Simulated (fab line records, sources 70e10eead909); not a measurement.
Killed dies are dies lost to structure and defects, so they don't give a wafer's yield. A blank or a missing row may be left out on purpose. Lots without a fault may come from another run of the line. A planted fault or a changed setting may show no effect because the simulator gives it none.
Which tool did it? | flow nand_harc | 24 lots, 72 wafers sampled, at 5 steps of a route of 1159

WHAT THE GAUGES READ, wafer by wafer
NHARC_P_ZERO_WELL_CD_MEAS_52: target cd 2000 nm.
lot  | measured    | on        | cd_nm (nm)
L074 | day 1 17:38 | cd_sem-03 | 1999.4 2002.2 1997.7
L075 | day 1 23:40 | cd_sem-03 | 1999.1 2002.4 1998.1
L076 | day 2 05:47 | cd_sem-01 | 1998.5 1997.8 2000.9
L077 | day 2 11:44 | cd_sem-02 | 1998.4 2002.2 2000.5
L078 | day 2 17:53 | cd_sem-02 | 1999.3 2000.6 1998.3
L079 | day 2 23:47 | cd_sem-02 | 1997.8 1997.8 1997.6
L080 | day 3 05:46 | cd_sem-03 | 1995.0 1993.8 1998.5
L081 | day 3 11:38 | cd_sem-01 | 2001.7 1999.1 2002.3
L082 | day 3 17:55 | cd_sem-02 | 1996.9 1999.6 2001.7
L083 | day 3 23:46 | cd_sem-02 | 2000.8 1999.7 1996.7
L084 | day 4 06:04 | cd_sem-03 | 2000.8 1996.5 1996.1
L085 | day 4 12:07 | cd_sem-02 | 2000.2 2000.7 1999.9
L086 | day 4 18:04 | cd_sem-01 | 1996.5 2002.6 2000.3
L087 | day 4 23:53 | cd_sem-03 | 2003.3 2002.1 2000.4
L088 | day 5 06:20 | cd_sem-01 | 2001.1 2001.0 2003.9
L089 | day 5 11:56 | cd_sem-02 | 2000.0 1999.1 1995.8
L090 | day 5 17:46 | cd_sem-03 | 1998.8 2000.4 2001.5
L091 | day 6 00:11 | cd_sem-01 | 1999.9 2001.4 1999.2
L092 | day 6 05:31 | cd_sem-03 | 1999.0 2002.2 2000.3
L093 | day 6 11:41 | cd_sem-01 | 1999.0 2002.5 2002.3
L094 | day 6 17:44 | cd_sem-01 | 2000.6 2000.9 1999.6
L095 | day 6 23:42 | cd_sem-03 | 2002.3 2000.2 1999.2
L096 | day 7 05:41 | cd_sem-01 | 1997.6 1999.5 1998.6
L097 | day 7 11:42 | cd_sem-01 | 1999.3 2003.4 1999.3

NHARC_P_M0_CD_MEAS_09: target cd 90 nm.
lot  | measured     | on        | cd_nm (nm)
L074 | day 6 07:35  | cd_sem-01 | 90.5 89.6 89.9
L075 | day 6 08:14  | cd_sem-03 | 90.2 90.8 90.2
L076 | day 6 13:26  | cd_sem-02 | 90.6 89.2 90.0
L077 | day 6 14:04  | cd_sem-01 | 89.7 90.6 89.3
L078 | day 7 02:39  | cd_sem-02 | 89.7 89.1 90.2
L079 | day 6 21:53  | cd_sem-01 | 89.4 90.9 89.4
L080 | day 7 13:41  | cd_sem-01 | 90.0 91.0 90.9
L081 | day 7 12:44  | cd_sem-01 | 90.2 89.3 90.0
L082 | day 7 13:17  | cd_sem-03 | 90.5 89.7 90.1
L083 | day 8 00:52  | cd_sem-02 | 88.9 90.4 89.7
L084 | day 8 02:21  | cd_sem-02 | 90.0 89.3 89.1
L085 | day 9 02:31  | cd_sem-03 | 90.4 90.1 89.7
L086 | day 9 00:47  | cd_sem-01 | 90.1 89.5 90.8
L087 | day 9 04:17  | cd_sem-02 | 90.4 89.8 90.4
L088 | day 9 07:25  | cd_sem-03 | 90.1 90.2 90.9
L089 | day 9 21:04  | cd_sem-01 | 89.7 89.0 89.7
L090 | day 10 04:04 | cd_sem-01 | 89.3 89.2 89.9
L091 | day 10 05:11 | cd_sem-02 | 89.6 89.8 90.8
L092 | day 10 07:40 | cd_sem-03 | 91.1 89.9 90.9
L093 | day 10 06:47 | cd_sem-02 | 89.5 89.7 90.1
L094 | day 11 03:48 | cd_sem-03 | 89.8 90.2 89.9
L095 | day 11 03:17 | cd_sem-02 | 89.1 89.9 89.5
L096 | day 11 10:48 | cd_sem-01 | 89.1 90.1 90.5
L097 | day 11 14:29 | cd_sem-02 | 90.3 89.0 89.5

WHICH TOOL RAN EACH LOT (tool, then ch and the chambers of the sampled wafers, then the start)
lot  | NHARC_P_STI_CMP_21           | NHARC_P_GATE_ALD_36               | NHARC_P_CONTACT_DEP_30
L074 | cmp-04 ch 2,3, day 3 11:11   | ald_sin-04 ch 1,2,3, day 5 01:01  | pecvd-01 ch 0,2, day 5 16:29
L075 | cmp-01 ch 0,1,3, day 3 11:10 | ald_sin-01 ch 1,2,3, day 5 00:34  | pecvd-01 ch 1,2, day 5 17:47
L076 | cmp-04 ch 0,3, day 3 20:01   | ald_sin-02 ch 0,1,2, day 5 16:19  | pecvd-01 ch 0,2, day 6 06:34
L077 | cmp-01 ch 0,1, day 4 04:52   | ald_sin-04 ch 0,2, day 5 14:46    | pecvd-03 ch 0,1, day 6 07:48
L078 | cmp-04 ch 0,2,3, day 4 09:30 | ald_sin-02 ch 0,1,2, day 5 21:19  | pecvd-04 ch 0,2, day 6 13:38
L079 | cmp-03 ch 2,3, day 4 09:28   | ald_sin-01 ch 2,3, day 5 19:50    | pecvd-03 ch 0,1,2, day 6 12:49
L080 | cmp-01 ch 2,3, day 5 05:04   | ald_sin-02 ch 1,2, day 6 14:18    | pecvd-01 ch 0,1, day 7 07:50
L081 | cmp-04 ch 1,2,3, day 5 05:02 | ald_sin-04 ch 0,2,3, day 6 13:22  | pecvd-04 ch 0,1, day 7 06:53
L082 | cmp-03 ch 1,3, day 5 05:02   | ald_sin-01 ch 0,3, day 6 13:44    | pecvd-03 ch 1,2, day 7 07:06
L083 | cmp-01 ch 0,1,2, day 5 16:59 | ald_sin-01 ch 0,1,3, day 7 00:57  | pecvd-01 ch 0,1, day 7 17:49
L084 | cmp-04 ch 1,2, day 5 16:59   | ald_sin-04 ch 0,1,2, day 7 02:02  | pecvd-01 ch 1,2, day 7 19:04
L085 | cmp-01 ch 0,1,3, day 6 13:44 | ald_sin-01 ch 1,2, day 8 02:59    | pecvd-01 ch 0,1, day 8 20:04
L086 | cmp-03 ch 1,2, day 6 13:43   | ald_sin-02 ch 1,2, day 8 01:46    | pecvd-04 ch 0,2, day 8 19:02
L087 | cmp-04 ch 1,3, day 6 13:41   | ald_sin-04 ch 1,2, day 8 03:39    | pecvd-04 ch 0,2, day 8 20:57
L088 | cmp-01 ch 0,1,2, day 6 19:27 | ald_sin-02 ch 0,1, day 8 09:11    | pecvd-04 ch 1,2, day 9 01:51
L089 | cmp-01 ch 0,1,2, day 7 03:01 | ald_sin-01 ch 1,2, day 8 13:47    | pecvd-01 ch 0,2, day 9 07:02
L090 | cmp-03 ch 1,2,3, day 7 07:54 | ald_sin-02 ch 0,1,3, day 8 22:46  | pecvd-03 ch 0,1,2, day 9 14:46
L091 | cmp-04 ch 1,2,3, day 7 15:11 | ald_sin-01 ch 0,2,3, day 9 04:25  | pecvd-01 ch 1,2, day 9 20:06
L092 | cmp-03 ch 0,1,2, day 7 23:25 | ald_sin-02 ch 1,2,3, day 9 11:22  | pecvd-04 ch 0,1, day 10 02:09
L093 | cmp-01 ch 1,2, day 7 23:25   | ald_sin-04 ch 0,1, day 9 07:56    | pecvd-03 ch 0,1,2, day 10 01:17
L094 | cmp-03 ch 0,1, day 8 13:05   | ald_sin-04 ch 1,2, day 10 01:58   | pecvd-04 ch 0,1, day 10 19:05
L095 | cmp-04 ch 0,2,3, day 8 13:09 | ald_sin-01 ch 0,1,3, day 10 01:19 | pecvd-03 ch 0,1,2, day 10 18:32
L096 | cmp-01 ch 0,1,2, day 8 21:06 | ald_sin-02 ch 0,1, day 10 08:32   | pecvd-03 ch 0,1, day 11 01:39
L097 | cmp-04 ch 0,1,3, day 8 21:07 | ald_sin-01 ch 1,2,3, day 10 11:49 | pecvd-04 ch 0,1, day 11 02:17
- NHARC_P_STI_CMP_21: polishes, t overpolish 20 s, target thk 380.67 nm.
- NHARC_P_GATE_ALD_36: deposits SiNx, target thk 20 nm, pulse time 60 s, ald cycles 223.
- NHARC_P_CONTACT_DEP_30: deposits SiNx, target thk 30 nm.

WHAT THE TOOLS THEMSELVES READ (means of the sampled wafers that have a number; where no wafer has one, the mark that the record gives instead)
NHARC_P_STI_CMP_21.
lot  | tool   | motor_current_A (A) | overpolish_run_s (s) | retaining_ring_pressure_frac | slurry_flow_ml_min
L074 | cmp-04 | 10.7                | 20.001               | 1.002                        | 149.8
L075 | cmp-01 | 12.7                | 20.000               | 1.001                        | 150.2
L076 | cmp-04 | 12.2                | 19.995               | 1.004                        | 149.5
L077 | cmp-01 | 12.6                | 20.005               | 0.999                        | 150.1
L078 | cmp-04 | 11.7                | 19.992               | 1.004                        | 150.5
L079 | cmp-03 | 13.2                | 20.006               | 1.006                        | 150.0
L080 | cmp-01 | 11.4                | 20.000               | 1.006                        | 149.8
L081 | cmp-04 | 11.3                | 20.001               | 1.001                        | 149.8
L082 | cmp-03 | 13.1                | 20.000               | 1.001                        | 150.1
L083 | cmp-01 | 12.5                | 20.002               | 0.998                        | 150.3
L084 | cmp-04 | 11.1                | 20.000               | 0.994                        | 150.8
L085 | cmp-01 | 12.6                | 20.005               | 1.002                        | 150.3
L086 | cmp-03 | 12.5                | 20.004               | 0.995                        | 149.4
L087 | cmp-04 | 12.1                | 19.993               | 1.003                        | 150.1
L088 | cmp-01 | 12.9                | 20.003               | 1.002                        | 150.1
L089 | cmp-01 | 12.9                | 19.999               | 1.000                        | 149.9
L090 | cmp-03 | 12.8                | 20.007               | 1.001                        | 150.1
L091 | cmp-04 | 11.5                | 19.994               | 1.000                        | 150.4
L092 | cmp-03 | 12.3                | 20.000               | 0.999                        | 149.8
L093 | cmp-01 | 11.9                | 19.997               | 1.002                        | 149.7
L094 | cmp-03 | 12.4                | 19.993               | 0.997                        | 150.5
L095 | cmp-04 | 11.8                | 20.007               | 1.002                        | 150.1
L096 | cmp-01 | 12.6                | 20.001               | 1.005                        | 150.3
L097 | cmp-04 | 11.8                | 20.000               | 1.000                        | 149.8

NHARC_P_GATE_ALD_36.
lot  | tool       | heater_power_w (W) | precursor_pulse_height_rel
L074 | ald_sin-04 | 824                | 0.996
L075 | ald_sin-01 | 921                | 1.003
L076 | ald_sin-02 | 861                | 1.015
L077 | ald_sin-04 | 871                | 1.007
L078 | ald_sin-02 | 860                | 0.983
L079 | ald_sin-01 | 990                | 1.005
L080 | ald_sin-02 | 813                | 1.012
L081 | ald_sin-04 | 890                | 0.992
L082 | ald_sin-01 | 787                | 0.983
L083 | ald_sin-01 | 831                | 0.987
L084 | ald_sin-04 | 825                | 0.993
L085 | ald_sin-01 | 846                | 0.985
L086 | ald_sin-02 | 808                | 1.010
L087 | ald_sin-04 | 784                | 1.013
L088 | ald_sin-02 | 821                | 0.978
L089 | ald_sin-01 | 909                | 1.010
L090 | ald_sin-02 | 790                | 1.010
L091 | ald_sin-01 | 885                | 0.988
L092 | ald_sin-02 | 789                | 1.000
L093 | ald_sin-04 | 822                | 0.971
L094 | ald_sin-04 | 888                | 0.980
L095 | ald_sin-01 | 833                | 1.006
L096 | ald_sin-02 | 865                | 0.989
L097 | ald_sin-01 | 915                | 0.995

NHARC_P_CONTACT_DEP_30.
lot  | tool     | heater_power_w (W) | rf_fwd_power_W (W)
L074 | pecvd-01 | 708                | 448.0
L075 | pecvd-01 | 767                | 449.9
L076 | pecvd-01 | 740                | 448.8
L077 | pecvd-03 | 677                | 447.5
L078 | pecvd-04 | 753                | 449.6
L079 | pecvd-03 | 771                | 448.6
L080 | pecvd-01 | 714                | 448.4
L081 | pecvd-04 | 795                | 449.0
L082 | pecvd-03 | 742                | 448.8
L083 | pecvd-01 | 725                | 449.9
L084 | pecvd-01 | 713                | 450.7
L085 | pecvd-01 | 722                | 448.9
L086 | pecvd-04 | 691                | 449.6
L087 | pecvd-04 | 757                | 448.2
L088 | pecvd-04 | 688                | 449.0
L089 | pecvd-01 | 744                | 448.3
L090 | pecvd-03 | 690                | 447.5
L091 | pecvd-01 | 700                | 449.1
L092 | pecvd-04 | 804                | 448.6
L093 | pecvd-03 | 754                | 449.6
L094 | pecvd-04 | 795                | 448.6
L095 | pecvd-03 | 703                | 449.4
L096 | pecvd-03 | 666                | 449.1
L097 | pecvd-04 | 814                | 448.1

THE ANSWER, worked out from the rows above alone
Rule: what is usual is taken from the lots themselves. Put in order of their means at a reading, lots are off if they are a third of the lots or fewer, leave a main group of 4 or more, and stand apart from it by a gap of 3 or more times the standard deviation of the main group's means; of several such gaps the widest counts. A main group whose means are all the same, to the digits that the tables above print for the reading, isn't used. A lot without any number at a reading at which 4 lots or more have one is off too. The other lots that the step has rows for count as sound. The gauges are gone through in route order, then the tools' own readings, and for those a lot's mean is taken as printed above. The first step at which some lot is off is used, and at that step the reading that is off furthest; a lot without a number counts as furthest.
No lot is off at any reading shown: from this, nothing can be told.

WHAT THE SIMULATOR HAD PUT IN
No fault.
